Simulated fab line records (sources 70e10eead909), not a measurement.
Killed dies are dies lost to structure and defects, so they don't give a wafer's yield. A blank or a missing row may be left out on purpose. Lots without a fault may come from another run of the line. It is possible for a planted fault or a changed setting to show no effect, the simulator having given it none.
A struck lot beside a sound one	flow nand_harc	13 out of 1302 route steps
Sound: these wafers, L104.2, L104.3, L104.6. Struck: wafer L110.1 (left out: L110.2, L110.4 of the same lot, which were not struck); the cause appears at the end.
Order at every step that has rows: each side's tool, ch and its chambers, its first start. Under that, the readings that differ: sound wafers	struck wafers	difference of the means	sigmas: that difference in standard deviations of wafers without a fault.
alike: a reading whose means differ by less than 2 such deviations, as well as words and numbers matching on both sides. not compared: withheld readings; readings where some wafer has no value; bounds like >300 that might hide an equal value; numbers whose values overlap and for which the record gives no deviation.
Wherever a step has rows on one side only, a row that says differs or no value, or a row with sigmas, the two part there. When numbers do not overlap yet have no deviation, they are printed without sigmas and do not part them. Lack of a reading on every wafer of one side parts them only where that side has two or more wafers.

NHARC_A_WL_FILL_ALD_10: deposits SiO2, target thk 50 nm, pulse time 10 s, ald cycles 500.
  sound on ald_hk-02 ch 1,2, day 22 05:33; struck on ald_hk-02 ch 2, day 25 04:55
  alike: heater_power_w, precursor_pulse_height_rel
NHARC_A_WL_FILL_ETCHBACK_16: etches the open film in C4F8/O2/Ar, target depth 120 nm, time 24 s.
  sound on rie_diel-11 ch 0,2,3; struck on rie_diel-09 ch 3
reading	sound	struck	difference	sigmas
oes_product_au (a.u.)	1.01 1.00 0.99	0.92	-0.08	-2
  alike: rf_vpp_V
  not compared: rf_hours_counter_h
then, 1 step without rows for these wafers: NHARC_A_WL_FILL_STRIP_29 (strips in O2, time 20 s).
NHARC_A_WL_FILL_ETCHBACK_17: etches the open film in Cl2/BCl3, target depth 4 nm, time 26.7 s.
  sound on rie_metal-03 ch 0,1, day 22 10:22; struck on rie_metal-01 ch 1, day 25 09:14
  alike: drypump_motor_current_A, oes_product_au
  not compared: rf_hours_counter_h
then, 3 steps without rows for these wafers: NHARC_A_WL_FILL_PRECLEAN_18 (cleans in dHF, time 30 s); NHARC_A_WL_FILL_SRD_21; NHARC_A_WL_FILL_CVD_23 (deposits poly-Si, target thk 40 nm, time 800 s).
NHARC_A_WL_FILL_ETCHBACK_26: etches the open film in HBr, target depth 52 nm, time 13.3 s.
  sound on rie_si-06 ch 2,3, day 22 15:38; struck on rie_si-04 ch 1, day 25 14:28
  alike: drypump_motor_current_A, hbr_flow_sccm, oes_product_au, throttle_valve_pct
  not compared: rf_hours_counter_h
then, 2 steps without rows for these wafers: NHARC_A_WL_FILL_PRECLEAN_30 (cleans in dHF, time 10 s); NHARC_A_WL_FILL_SRD_14.
NHARC_A_WL_FILL_ALD_19: deposits TiN, target thk 2 nm, pulse time 3 s, ald cycles 100.
  sound on ald_metal-01 ch 1,3, day 22 15:55; struck on ald_metal-03 ch 3, day 25 14:43
  alike: heater_power_w, precursor_pulse_height_rel
NHARC_A_WL_FILL_CVD_20: deposits W, target thk 100 nm, time 74 s.
  sound on cvd_w-01 ch 0, day 22 16:08; struck on cvd_w-01 ch 0, day 25 14:55
  alike: heater_power_w, mfc_h2_sccm, mfc_wf6_sccm, throttle_valve_pct
NHARC_A_WL_FILL_CMP_12: polishes, t overpolish 30 s, target thk 100 nm.
  sound on cmp-02 ch 0,1,3, day 22 16:20; struck on cmp-01 ch 3, day 25 15:08
reading	sound	struck	difference	sigmas
overpolish_run_s (s)	29.993 29.978 30.000	30.014	+0.024	+3
time_to_endpoint_s (s)	16 19 23	33	+14	+4
  alike: motor_current_A, retaining_ring_pressure_frac, slurry_filter_dp_kPa

## WHERE THEY PART
At NHARC_A_WL_FILL_ETCHBACK_16 first; at NHARC_A_WL_FILL_CMP_12 last (within this record only).

WHY: what the simulator had put in
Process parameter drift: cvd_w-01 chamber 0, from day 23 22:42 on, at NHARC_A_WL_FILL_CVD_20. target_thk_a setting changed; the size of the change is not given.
